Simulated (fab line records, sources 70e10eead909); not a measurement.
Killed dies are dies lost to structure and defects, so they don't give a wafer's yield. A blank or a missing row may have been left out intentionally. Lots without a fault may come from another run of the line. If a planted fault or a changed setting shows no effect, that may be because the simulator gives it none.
Which tool was responsible?	flow nand-harc	at 1 step of a route of 1159, 14 lots with 42 wafers sampled

## WHAT THE GAUGES READ, wafer by wafer
NHARC_A_M0_INSPECT_11. Usual: raw-defect-count 31, standard deviation 16.
lot	measured	on	raw-defect-count	flag
L469	day 17 18:20	defect-inspect-02	24 20 21	
L470	day 17 18:46	defect-inspect-01	25 26 28	
L474	day 18 04:38	defect-inspect-01	27 22 23	
L472	day 18 09:11	defect-inspect-02	9 14 11	
L475	day 19 04:57	defect-inspect-02	9 13 11	
L476	day 19 11:47	defect-inspect-01	36 45 42	
L478	day 19 23:25	defect-inspect-01	18 13 12	
L480	day 20 05:38	defect-inspect-01	25 30 27	
L481	day 20 06:04	defect-inspect-02	13 9 9	
L484	day 21 17:33	defect-inspect-02	55 36 46	
L485	day 21 22:50	defect-inspect-01	35 38 36	
L489	day 22 23:26	defect-inspect-02	14 16 24	
L490	day 23 08:54	defect-inspect-01	32 41 46	
L491	day 23 13:21	defect-inspect-02	54 44 40	

## EACH LOT AND THE TOOL THAT RAN IT (in order: tool; ch and the chambers of the sampled wafers; start)
There is no process step in the record ahead of these readings.

## AS READ BY THE TOOLS THEMSELVES (means over the sampled wafers that have a number; for cases with no such wafer, the mark the record gives instead)
The record holds no such reading with a usual standard deviation.

## THE ANSWER, worked out from the rows above alone
Rule: take the mean of a lot's wafers that have a number; if it is more than 3 standard deviations from the usual mean, the lot is off. Also off: a lot with no number at a reading for which 4 or more lots have one. The other lots that the step has rows for count as sound. The gauges are gone through in route order, then the tools' own readings, and for those a lot's mean is taken as printed above. The first step at which some lot is off is used, and at that step the reading that is off furthest; a lot without a number counts as furthest.
None of the lots is off at any reading shown; this tells nothing.

## WHAT THE SIMULATOR HAD INSERTED
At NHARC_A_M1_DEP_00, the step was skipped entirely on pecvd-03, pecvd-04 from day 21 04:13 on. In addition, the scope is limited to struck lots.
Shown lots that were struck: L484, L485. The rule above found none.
